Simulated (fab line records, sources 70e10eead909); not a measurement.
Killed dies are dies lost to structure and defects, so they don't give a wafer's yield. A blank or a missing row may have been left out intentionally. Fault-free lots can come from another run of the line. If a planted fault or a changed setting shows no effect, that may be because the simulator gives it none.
fab line records -- flow nand-harc
[record] lots = 6, wafers = 18, last-day = 33
route steps=1302 shown A_BLC@1119 END@1302
lots untouched by any fault: they come from a run of this same line in which no faults occurred
start-h: hours from the record's first day to the start of the lot's first wafer shown -- wait-h: how many hours have passed since the lot's step before this one -- " repeats the value in the row above -- L1.1+2: a single row standing in for several wafers -- - no value present, or no start provided -- * or withheld: withheld -- < > ~ a bound
route shown NAME@n: names a module that has steps shown in the file, with the first one's number in the route -- usual: average and standard deviation across the fault-free wafers -- same: alike in all rows -- chamber/n: place in a boat -- sites: the reading at each site -- _std_site: standard deviation of those values -- _edge_site: mean of outer sites minus mean of inner sites -- radius-mm: for every site, how far away it sits from the centre of the wafer -- mask NAME#n: copy n -- behind: tool/chamber where the wafer was last shaped -- hold: the reason the lot was held/the length of the hold in hours/how it ended -- device: names the non-switching transistor (n, p or np) -- end of line: the tests these same wafers got at the end of their route -- a step without rows: its recipe alone -- killed: the dies lost at the first sort to structure and to defects; this is not the yield of the wafer -- map: the dies of a wafer, with x for killed, . for not killed, _ for no die there
set.NAME: the run value of the setting; set.NAME@STEP: its run value at that earlier step -- model.NAME: the simulator's own value behind a step, which no gauge read
certain route steps with their lots: each step a table, each wafer a row
services: from which hour (start-h, from the record's first day; less than 0 if before it) a tool's chamber was out of use, for how many hours, and why
[[steps]]
[step NHARC_A_BLC_INSPECT_12]
[usual] raw-defect-count = 79/38
lot.wafer,tool,chamber,start-h,wait-h,raw-defect-count
L313.1,defect-inspect-01,-,580.93,0.0,61
L313.4,defect-inspect-01,-,580.93,0.0,63
L313.5,defect-inspect-01,-,580.93,0.0,59
L316.1,defect-inspect-02,-,620.66,0.0,77
L316.2,defect-inspect-02,-,620.66,0.0,73
L316.6,defect-inspect-02,-,620.66,0.0,81
L317.1,defect-inspect-01,-,636.56,0.0,40
L317.3,defect-inspect-01,-,636.56,0.0,36
L317.5,defect-inspect-01,-,636.56,0.0,34
L324.3,defect-inspect-02,-,714.02,0.0,125
L324.4,defect-inspect-02,-,714.02,0.0,116
L324.6,defect-inspect-02,-,714.02,0.0,121
L326.3,defect-inspect-01,-,721.59,0.0,88
L326.4,defect-inspect-01,-,721.59,0.0,83
L326.6,defect-inspect-01,-,721.59,0.0,95
L328.1,defect-inspect-01,-,731.43,0.0,89
L328.5,defect-inspect-01,-,731.43,0.0,73
L328.6,defect-inspect-01,-,731.43,0.0,74
[step NHARC_A_BLC_DESCUM_15]
[recipe] time-s = 3, o2-flow-sccm = 200, ar-flow-sccm = 0, bias-power-w = 0, chemistry = O2
[usual] drypump-motor-current-A = 5.8/0.31, oes-product-au = 1.004/0.016, rf-vpp-V = 57.7/0.85, showerhead-plenum-p-Torr = 1.94/0.08, throttle-valve-pct = 11.311/0.0085
lot.wafer,tool,chamber,start-h,wait-h,drypump-motor-current-A,oes-product-au,rf-hours-counter-h,rf-vpp-V,showerhead-plenum-p-Torr,throttle-valve-pct
L313.4,rie-diel-10,0,581.00,0.1,6.1,1.010,11,58.3,1.84,11.305
L313.1,rie-diel-10,1,581.00,0.1,5.4,1.010,11,59.7,2.04,11.308
L313.5,rie-diel-10,0,581.00,0.1,6.2,1.007,-,58.1,1.84,11.304
L316.1,rie-diel-10,1,620.72,0.1,5.4,0.979,1,58.0,2.03,11.312
L316.2,rie-diel-10,0,620.72,0.1,6.2,0.993,1,57.8,1.84,11.304
L316.6,rie-diel-10,1,620.72,0.1,5.4,0.986,-,57.9,2.03,11.320
L317.1,rie-diel-10,2,636.63,0.1,5.9,1.019,2,56.8,1.88,11.318
L317.3,rie-diel-10,2,636.63,0.1,5.9,1.023,-,57.0,1.88,11.313
L317.5,rie-diel-10,2,636.63,0.1,5.9,1.016,-,57.8,1.88,11.296
L324.3,rie-diel-10,0,714.09,0.1,6.2,0.990,7,58.1,1.84,11.313
L324.4,rie-diel-10,2,714.09,0.1,5.9,1.024,8,56.3,1.88,11.307
L324.6,rie-diel-10,3,714.09,0.1,5.8,1.022,-,58.2,2.01,11.319
L326.3,rie-diel-03,0,721.66,0.1,5.7,0.984,8,58.8,1.96,11.303
L326.4,rie-diel-03,3,721.66,0.1,5.5,0.981,-,57.4,1.97,11.306
L326.6,rie-diel-03,2,721.66,0.1,6.6,0.972,-,56.3,1.91,11.306
L328.1,rie-diel-10,1,731.49,0.1,5.5,1.000,10,57.9,2.03,11.308
L328.5,rie-diel-10,1,731.49,0.1,5.4,0.995,-,57.8,2.03,11.317
L328.6,rie-diel-10,2,731.49,0.1,5.9,1.023,-,56.8,1.88,11.304
[step NHARC_A_BLC_ETCH_16]
[recipe] target-depth-a = 390, over-etch-frac = 0.3, time-s = 65, ion-energy-ev = 80, cf4-flow-sccm = 150, ar-flow-sccm = 0, rf-w = 300, bias-w = 100, chemistry = CF4
[usual] drypump-motor-current-A = 5.8/0.32, oes-product-au = 1.003/0.015, rf-vpp-V = 151.6/1.1, showerhead-plenum-p-Torr = 1.79/0.07, throttle-valve-pct = 13.284/0.0091
lot.wafer,tool,chamber,start-h,wait-h,drypump-motor-current-A,oes-product-au,rf-hours-counter-h,rf-vpp-V,showerhead-plenum-p-Torr,throttle-valve-pct
L313.4,rie-diel-10,1,581.09,0.1,5.4,0.994,11,153.7,1.87,13.275
L313.1,rie-diel-10,2,581.09,0.1,5.9,0.998,7,151.4,1.74,13.278
L313.5,rie-diel-10,1,581.09,0.1,5.4,1.004,-,151.5,1.87,13.292
L316.1,rie-diel-10,0,620.82,0.1,6.2,0.993,1,151.4,1.71,13.276
L316.2,rie-diel-10,1,620.82,0.1,5.4,0.980,1,153.3,1.87,13.274
L316.6,rie-diel-10,3,620.82,0.1,5.8,1.020,-,151.0,1.85,13.285
L317.1,rie-diel-10,1,636.76,0.1,5.4,0.982,3,152.0,1.87,13.274
L317.3,rie-diel-10,1,636.76,0.1,5.4,0.985,-,154.0,1.87,13.292
L317.5,rie-diel-10,2,636.76,0.1,5.9,1.019,-,150.7,1.74,13.285
L324.3,rie-diel-10,1,714.16,0.1,5.4,0.976,9,151.3,1.87,13.281
L324.4,rie-diel-10,2,714.16,0.1,5.9,1.022,8,150.8,1.74,13.286
L324.6,rie-diel-10,1,714.16,0.1,5.4,0.991,-,153.3,1.87,13.280
L326.3,rie-diel-03,3,721.76,0.1,5.4,0.988,8,151.6,1.82,13.266
L326.6,rie-diel-03,2,721.76,0.1,6.6,0.976,-,150.5,1.76,13.277
L326.4,rie-diel-03,0,721.76,0.1,5.7,0.996,-,151.0,1.81,13.278
L328.1,rie-diel-10,2,731.60,0.1,5.9,1.018,10,151.0,1.74,13.286
L328.6,rie-diel-10,3,731.60,0.1,5.8,1.018,-,152.1,1.85,13.290
L328.5,rie-diel-10,0,731.60,0.1,6.2,0.992,-,149.5,1.70,13.281
[step NHARC_A_BLC_ETCH_17]
[recipe] target-depth-a = 3900, over-etch-frac = 0.25, time-s = 609.38, ion-energy-ev = 200, n2-flow-sccm = 150, h2-flow-sccm = 150, ar-flow-sccm = 0, rf-w = 400, bias-w = 150, chemistry = N2/H2
[usual] drypump-motor-current-A = 5.8/0.32, oes-product-au = 1.003/0.015, rf-vpp-V = 431.3/2.6, showerhead-plenum-p-Torr = 2.07/0.089, throttle-valve-pct = 14.171/0.0084
lot.wafer,tool,chamber,start-h,wait-h,drypump-motor-current-A,oes-product-au,rf-hours-counter-h,rf-vpp-V,showerhead-plenum-p-Torr,throttle-valve-pct
L313.1,rie-diel-10,1,-,-,5.4,1.010,11,434.0,2.17,14.163
L313.4,rie-diel-10,2,-,-,5.9,1.007,7,430.6,2.01,14.165
L313.5,rie-diel-10,1,-,-,5.4,1.010,-,433.4,2.17,14.163
L316.1,rie-diel-10,0,-,-,6.2,1.004,1,427.8,1.96,14.175
L316.2,rie-diel-10,2,-,-,5.9,1.024,1,429.2,2.01,14.156
L316.6,rie-diel-10,0,-,-,6.2,0.997,-,428.1,1.96,14.173
L317.1,rie-diel-10,1,636.89,0.1,5.4,0.982,3,434.8,2.17,14.180
L317.3,rie-diel-10,2,636.89,0.1,5.9,1.022,-,430.2,2.01,14.163
L317.5,rie-diel-10,1,636.89,0.1,5.4,0.990,-,432.6,2.17,14.166
L324.4,rie-diel-10,3,-,-,5.8,1.012,8,435.0,2.14,14.177
L324.3,rie-diel-10,0,-,-,6.1,0.994,7,428.3,1.96,14.162
L324.6,rie-diel-10,3,-,-,5.8,1.025,-,430.9,2.14,14.175
L326.3,rie-diel-03,3,-,-,5.4,0.991,8,432.3,2.10,14.173
L326.4,rie-diel-03,3,-,-,5.5,0.991,-,433.1,2.10,14.171
L326.6,rie-diel-03,0,-,-,5.7,0.986,-,431.1,2.09,14.170
L328.1,rie-diel-10,3,-,-,5.8,1.020,9,432.8,2.14,14.164
L328.5,rie-diel-10,1,-,-,5.4,0.993,-,434.3,2.17,14.170
L328.6,rie-diel-10,2,-,-,5.9,1.017,-,430.0,2.00,14.175
[step NHARC_A_BLC_ETCH_18]
[recipe] target-depth-a = 9100, c4f8-flow-sccm = 20, o2-flow-sccm = 10, ar-flow-sccm = withheld, rf-w = 600, bias-w = 1500, chemistry = C4F8/O2/Ar
[usual] oes-product-au = 0.953/0.024, rf-vpp-V = 980/5.5
lot.wafer,tool,chamber,start-h,wait-h,oes-product-au,rf-hours-counter-h,rf-vpp-V
L313.1,rie-diel-10,3,-,-,0.978,10,985
L313.4,rie-diel-10,0,-,-,0.969,11,975
L313.5,rie-diel-10,2,-,-,0.980,-,976
L316.2,rie-diel-10,2,-,-,0.973,1,976
L316.1,rie-diel-10,3,-,-,0.994,1,985
L316.6,rie-diel-10,1,-,-,0.954,-,987
L317.1,rie-diel-10,2,637.59,0.6,0.965,3,976
L317.3,rie-diel-10,2,637.59,0.6,0.967,-,976
L317.5,rie-diel-10,2,637.59,0.6,0.964,-,975
L324.3,rie-diel-10,2,-,-,0.933,9,975
L324.4,rie-diel-10,3,-,-,0.980,8,985
L324.6,rie-diel-10,2,-,-,0.941,-,976
L326.3,rie-diel-03,2,-,-,0.940,7,978
L326.6,rie-diel-03,0,-,-,0.953,-,982
L326.4,rie-diel-03,2,-,-,0.939,-,978
L328.1,rie-diel-10,0,-,-,0.960,8,972
L328.6,rie-diel-10,3,-,-,0.984,-,985
L328.5,rie-diel-10,0,-,-,0.951,-,974
[step NHARC_A_BLC_CD_MEAS_19]
[usual] cd-nm = 99/3.7
lot.wafer,tool,chamber,start-h,wait-h,cd-nm
L313.1,cd-sem-03,-,581.97,-,99
L313.4,cd-sem-03,-,581.97,-,98
L313.5,cd-sem-03,-,581.97,-,102
L316.1,cd-sem-03,-,621.69,-,92
L316.2,cd-sem-03,-,621.69,-,97
L316.6,cd-sem-03,-,621.69,-,92
L317.1,cd-sem-02,-,638.14,-,102
L317.3,cd-sem-02,-,638.14,-,95
L317.5,cd-sem-02,-,638.14,-,99
L324.3,cd-sem-03,-,715.07,-,95
L324.4,cd-sem-03,-,715.07,-,101
L324.6,cd-sem-03,-,715.07,-,105
L326.3,cd-sem-03,-,722.81,-,95
L326.4,cd-sem-03,-,722.81,-,95
L326.6,cd-sem-03,-,722.81,-,103
L328.1,cd-sem-02,-,732.46,-,101
L328.5,cd-sem-02,-,732.46,-,98
L328.6,cd-sem-02,-,732.46,-,94
[step NHARC_A_BLC_STRIP_29]
[recipe] cf4-flow-sccm = 150, ar-flow-sccm = 0, bias-w = 0, chemistry = CF4
[step NHARC_A_BLC_STRIP_21]
[recipe] o2-flow-sccm = 500, ar-flow-sccm = 0, bias-w = 0, chemistry = O2
[step NHARC_A_BLC_STRIP_22]
[recipe] time-s = 600, temp-c = 30, chemistry = post-etch-residue-remover
[step NHARC_A_BLC_DEGAS_30]
[recipe] temp-c = 300, time-s = 60
[step NHARC_A_BLC_PRE_CLEAN_31]
[recipe] time-s = 15, bias-v = 250, gas = Ar
[step NHARC_A_BLC_PVD_32]
[recipe] target-thk-a = 50, chamber-pressure-pa = 5, power-w = 5000, substrate-temp-c = 200, time-s = 17.7, material = Ti
[step NHARC_A_BLC_ALD_23]
[recipe] target-thk-a = 30, pulse-time-s = 1, ald-cycles = 150, temp-c = 450, material = TiN
[usual] ald-cycles = 150/0, heater-power-w = 1083/130, precursor-pulse-height-rel = 0.998/0.019
lot.wafer,tool,chamber,start-h,wait-h,ald-cycles,heater-power-w,precursor-pulse-height-rel
L313.4,ald-metal-03,3,582.82,-,150,1253,0.959
L313.1,ald-metal-03,0,582.82,-,150,912,0.998
L313.5,ald-metal-03,3,582.82,-,150,1251,0.968
L316.1,ald-metal-01,2,622.57,-,150,1038,1.020
L316.2,ald-metal-01,3,622.57,-,150,1122,0.994
L316.6,ald-metal-01,0,622.57,-,150,1067,0.970
L317.1,ald-metal-04,3,639.20,-,150,1009,0.993
L317.3,ald-metal-04,0,639.20,-,150,1204,1.002
L317.5,ald-metal-04,0,639.20,-,150,1196,0.979
L324.4,ald-metal-01,3,715.92,-,67,997,1.000
L324.3,ald-metal-01,1,715.92,-,67,1121,0.984
L324.6,ald-metal-01,3,715.92,-,150,1018,1.022
L326.4,ald-metal-01,2,723.66,-,67,1083,0.980
L326.3,ald-metal-01,3,723.66,-,67,1044,1.009
L326.6,ald-metal-01,1,723.66,-,150,1114,1.037
L328.1,ald-metal-03,0,733.35,-,150,929,0.995
L328.6,ald-metal-03,1,733.35,-,150,1367,0.969
L328.5,ald-metal-03,2,733.35,-,150,1116,0.989
[step NHARC_A_BLC_CVD_24]
[recipe] target-thk-a = 1500, temp-c = 300, pressure-torr = 40, wf6-flow-sccm = 40, h2-flow-sccm = 1600, ar-flow-sccm = 1560, time-s = 434, material = W
[usual] heater-power-w = 465/40, throttle-valve-pct = 8.1/0.33
lot.wafer,tool,chamber,start-h,wait-h,heater-power-w,throttle-valve-pct
L313.1,cvd-w-01,0,-,-,484,7.9
L313.4,cvd-w-01,0,-,-,463,8.1
L313.5,cvd-w-01,0,-,-,478,8.2
L316.2,cvd-w-01,0,-,-,461,8.1
L316.1,cvd-w-01,1,-,-,384,8.0
L316.6,cvd-w-01,0,-,-,487,8.0
L317.1,cvd-w-01,0,-,-,480,7.9
L317.3,cvd-w-01,1,-,-,403,8.6
L317.5,cvd-w-01,1,-,-,400,8.3
L324.4,cvd-w-01,1,-,-,411,8.5
L324.3,cvd-w-01,0,-,-,471,7.9
L324.6,cvd-w-01,1,-,-,400,8.7
L326.4,cvd-w-02,1,-,-,476,8.3
L326.3,cvd-w-02,0,-,-,492,7.5
L326.6,cvd-w-02,0,-,-,513,7.7
L328.1,cvd-w-02,0,-,-,500,7.8
L328.6,cvd-w-02,1,-,-,465,8.3
L328.5,cvd-w-02,0,-,-,500,7.9
[step NHARC_END_SORT_01]
[recipe] temp-c = 25
[usual] killed-at-array = 47/18, killed-at-other = 0.9/1.1, killed-at-periphery = 4/3.1, killed-dies = 52/18, killed-open = 3.1/1.5, killed-short = 2.4/1.5
[same] gross-dies = 677
lot.wafer,tool,chamber,start-h,wait-h,killed-at-array,killed-at-other,killed-at-periphery,killed-dies,killed-open,killed-short
L313.1,prober-01,0,627.03,2.5,25,2,6,33,4,1
L313.4,prober-01,0,629.42,3.4,32,1,6,39,4,2
L313.5,prober-01,0,630.22,3.7,30,1,5,36,3,4
L324.3,prober-01,0,765.47,3.1,674,0,3,677,2,3
L324.4,prober-01,0,766.28,3.4,672,1,4,677,1,4
L324.6,prober-01,0,767.88,4.0,57,1,5,63,3,1
L326.3,prober-02,0,775.76,3.1,668,4,5,677,3,2
L326.4,prober-02,0,776.55,3.4,670,3,4,677,2,1
L326.6,prober-02,0,778.13,4.0,59,3,4,66,5,2
// killed by level:class
L313.1 A_CHANNEL_HOLE_D2:chamber-film-flake=15 P_GATE:chamber-film-flake=4 A_M0:geometric-particle:open=2 THIN_TSV:chamber-film-flake=2 A_ONON_D1:geometric-particle:open=1 A_CHANNEL_HOLE_D2:geometric-particle:short=1 A_M1:geometric-particle:open=1 P_ZERO_WELL:chamber-film-flake=1
L313.4 A_CHANNEL_HOLE_D2:chamber-film-flake=14 A_SLIT:chamber-film-flake=5 A_CHANNEL_HOLE_D1:chamber-film-flake=3 P_GATE:chamber-film-flake=2 P_BONDPAD:chamber-film-flake=2 A_WL_FILL:chamber-film-flake=2 P_M0:geometric-particle:open=1 A_ONON_D1:geometric-particle:open=1
L313.5 A_CHANNEL_HOLE_D2:chamber-film-flake=13 A_CHANNEL_HOLE_D1:chamber-film-flake=4 P_GATE:chamber-film-flake=3 A_CONTACT:chamber-film-flake=3 A_SLIT:chamber-film-flake=2 P_M0:geometric-particle:open=1 A_ONON_D1:geometric-particle:short=1 A_CHANNEL_FILL_D1:geometric-particle:open=1
L324.3 A_BLC:area-ald=617 A_SLIT:chamber-film-flake=17 A_CHANNEL_HOLE_D2:chamber-film-flake=12 A_CONTACT:chamber-film-flake=9 A_CHANNEL_HOLE_D1:chamber-film-flake=5 A_STAIRCASE:chamber-film-flake=5 A_CHANNEL_FILL_D1:chamber-film-flake=4 A_WL_FILL:geometric-particle:open=2
L324.4 A_BLC:area-ald=627 A_CHANNEL_HOLE_D2:chamber-film-flake=12 A_SLIT:chamber-film-flake=9 A_CHANNEL_HOLE_D1:chamber-film-flake=8 A_CONTACT:chamber-film-flake=8 P_GATE:chamber-film-flake=2 A_STAIRCASE:chamber-film-flake=2 P_STI:geometric-particle:open=1
L324.6 A_SLIT:chamber-film-flake=21 A_CHANNEL_HOLE_D2:chamber-film-flake=11 A_CHANNEL_HOLE_D1:chamber-film-flake=10 A_CONTACT:chamber-film-flake=6 A_STAIRCASE:chamber-film-flake=4 P_M0:geometric-particle:open=2 P_STI:chamber-film-flake=2 A_CHANNEL_FILL_D1:chamber-film-flake=2
L326.3 A_BLC:area-ald=603 A_SLIT:chamber-film-flake=31 A_CHANNEL_HOLE_D1:chamber-film-flake=8 A_CHANNEL_HOLE_D2:chamber-film-flake=8 A_STAIRCASE:chamber-film-flake=6 THIN_TSV:chamber-film-flake=4 A_CHANNEL_FILL_D1:chamber-film-flake=3 P_ZERO_WELL:chamber-film-flake=2
L326.4 A_BLC:area-ald=617 A_SLIT:chamber-film-flake=22 A_CHANNEL_HOLE_D1:chamber-film-flake=14 A_CHANNEL_HOLE_D2:chamber-film-flake=5 A_STAIRCASE:chamber-film-flake=4 THIN_TSV:chamber-film-flake=3 P_STI:chamber-film-flake=2 A_SGD_CUT:chamber-film-flake=2
L326.6 A_SLIT:chamber-film-flake=19 A_CHANNEL_HOLE_D1:chamber-film-flake=13 A_STAIRCASE:chamber-film-flake=7 A_CHANNEL_HOLE_D2:chamber-film-flake=5 A_SGD_CUT:chamber-film-flake=4 A_CHANNEL_FILL_D1:chamber-film-flake=3 A_CONTACT:geometric-particle:open=2 A_M0:geometric-particle:open=2
// map L324.3 (x killed, . not)
____________x____________
_________xxxxxxx_________
_______xxxxxxxxxxx_______
______xxxxxxxxxxxxx______
_____xxxxxxxxxxxxxxx_____
____xxxxxxxxxxxxxxxxx____
____xxxxxxxxxxxxxxxxx____
___xxxxxxxxxxxxxxxxxxx___
___xxxxxxxxxxxxxxxxxxx___
__xxxxxxxxxxxxxxxxxxxxx__
__xxxxxxxxxxxxxxxxxxxxx__
_xxxxxxxxxxxxxxxxxxxxxxx_
_xxxxxxxxxxxxxxxxxxxxxxx_
_xxxxxxxxxxxxxxxxxxxxxxx_
_xxxxxxxxxxxxxxxxxxxxxxx_
_xxxxxxxxxxxxxxxxxxxxxxx_
xxxxxxxxxxxxxxxxxxxxxxxxx
xxxxxxxxxxxxxxxxxxxxxxxxx
xxxxxxxxxxxxxxxxxxxxxxxxx
xxxxxxxxxxxxxxxxxxxxxxxxx
xxxxxxxxxxxxxxxxxxxxxxxxx
_xxxxxxxxxxxxxxxxxxxxxxx_
_xxxxxxxxxxxxxxxxxxxxxxx_
_xxxxxxxxxxxxxxxxxxxxxxx_
_xxxxxxxxxxxxxxxxxxxxxxx_
_xxxxxxxxxxxxxxxxxxxxxxx_
__xxxxxxxxxxxxxxxxxxxxx__
__xxxxxxxxxxxxxxxxxxxxx__
___xxxxxxxxxxxxxxxxxxx___
___xxxxxxxxxxxxxxxxxxx___
____xxxxxxxxxxxxxxxxx____
____xxxxxxxxxxxxxxxxx____
_____xxxxxxxxxxxxxxx_____
______xxxxxxxxxxxxx______
_______xxxxxxxxxxx_______
_________xxxxxxx_________
____________x____________
// map L326.3 (x killed, . not)
____________x____________
_________xxxxxxx_________
_______xxxxxxxxxxx_______
______xxxxxxxxxxxxx______
_____xxxxxxxxxxxxxxx_____
____xxxxxxxxxxxxxxxxx____
____xxxxxxxxxxxxxxxxx____
___xxxxxxxxxxxxxxxxxxx___
___xxxxxxxxxxxxxxxxxxx___
__xxxxxxxxxxxxxxxxxxxxx__
__xxxxxxxxxxxxxxxxxxxxx__
_xxxxxxxxxxxxxxxxxxxxxxx_
_xxxxxxxxxxxxxxxxxxxxxxx_
_xxxxxxxxxxxxxxxxxxxxxxx_
_xxxxxxxxxxxxxxxxxxxxxxx_
_xxxxxxxxxxxxxxxxxxxxxxx_
xxxxxxxxxxxxxxxxxxxxxxxxx
xxxxxxxxxxxxxxxxxxxxxxxxx
xxxxxxxxxxxxxxxxxxxxxxxxx
xxxxxxxxxxxxxxxxxxxxxxxxx
xxxxxxxxxxxxxxxxxxxxxxxxx
_xxxxxxxxxxxxxxxxxxxxxxx_
_xxxxxxxxxxxxxxxxxxxxxxx_
_xxxxxxxxxxxxxxxxxxxxxxx_
_xxxxxxxxxxxxxxxxxxxxxxx_
_xxxxxxxxxxxxxxxxxxxxxxx_
__xxxxxxxxxxxxxxxxxxxxx__
__xxxxxxxxxxxxxxxxxxxxx__
___xxxxxxxxxxxxxxxxxxx___
___xxxxxxxxxxxxxxxxxxx___
____xxxxxxxxxxxxxxxxx____
____xxxxxxxxxxxxxxxxx____
_____xxxxxxxxxxxxxxx_____
______xxxxxxxxxxxxx______
_______xxxxxxxxxxx_______
_________xxxxxxx_________
____________x____________
[[services]]
tool,chamber,start-h,hours,kind
cvd-w-01,0,563.77,17.3,repair
ald-metal-03,-,568.00,10.0,pm
cvd-w-01,1,578.98,6.6,repair
ald-metal-04,-,586.65,1.7,repair
ald-metal-01,3,594.40,6.4,repair
rie-diel-10,-,596.50,9.0,pm
cvd-w-01,-,605.24,1.0,repair
ald-metal-01,2,607.70,2.9,repair
cvd-w-01,-,624.46,2.1,repair
ald-metal-03,-,625.92,0.9,repair
cvd-w-02,-,631.37,13.0,pm
rie-diel-10,3,632.25,6.7,repair
ald-metal-04,1,632.51,9.1,repair
ald-metal-03,2,632.98,3.2,repair
rie-diel-10,0,635.37,3.6,repair
rie-diel-03,-,635.42,9.0,pm
ald-metal-04,-,652.00,10.0,pm
ald-metal-01,3,686.23,8.8,repair
cvd-w-02,0,688.02,8.1,repair
ald-metal-01,2,695.46,1.6,repair
ald-metal-01,-,704.00,10.0,pm
rie-diel-10,0,704.27,7.6,repair
rie-diel-03,1,721.28,10.5,repair
cvd-w-01,-,728.00,13.0,pm
[[key]]
[first-sign] step = NHARC_A_BLC_ALD_23, reading = ald-cycles, direction = down, sigmas = 99+, usual = 150, struck = 67
[effect] step = NHARC_END_SORT_01, reading = killed-at-array, direction = up, sigmas = 35, usual = 47, struck = 671
[more-kills-born-at] NHARC_A_BLC_ALD_23@ald-metal-01 = 2464
met-at NHARC_A_BLC_ALD_23
struck-wafers L324.3,L324.4,L326.3,L326.4
later-rows-left-out L324.3,L324.4,L326.3,L326.4
tester-left-out L324,L326
onset-between 622.57 715.92
[fault] kind = process-parameter-drift, tool = ald-metal-01, chamber = -, onset-h = 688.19, steps = NHARC_A_BLC_ALD_23, channel = ald-cycles, offset = -83, shape = step, end-h = 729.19, scope = struck-wafers-only, acts-in = these-recipes-only, stated = 150
// tester-left-out: of these lots the tester's yield and bins aren't shown, on N5 and GAA mostly nor the transistor test; their killed dies are dies lost to structure and defects alone, not to doping, threshold or leakage, so they don't give the yield
// later-rows-left-out: the simulator's readings of these wafers behind a module that went badly wrong aren't trusted and aren't shown, but for the sort
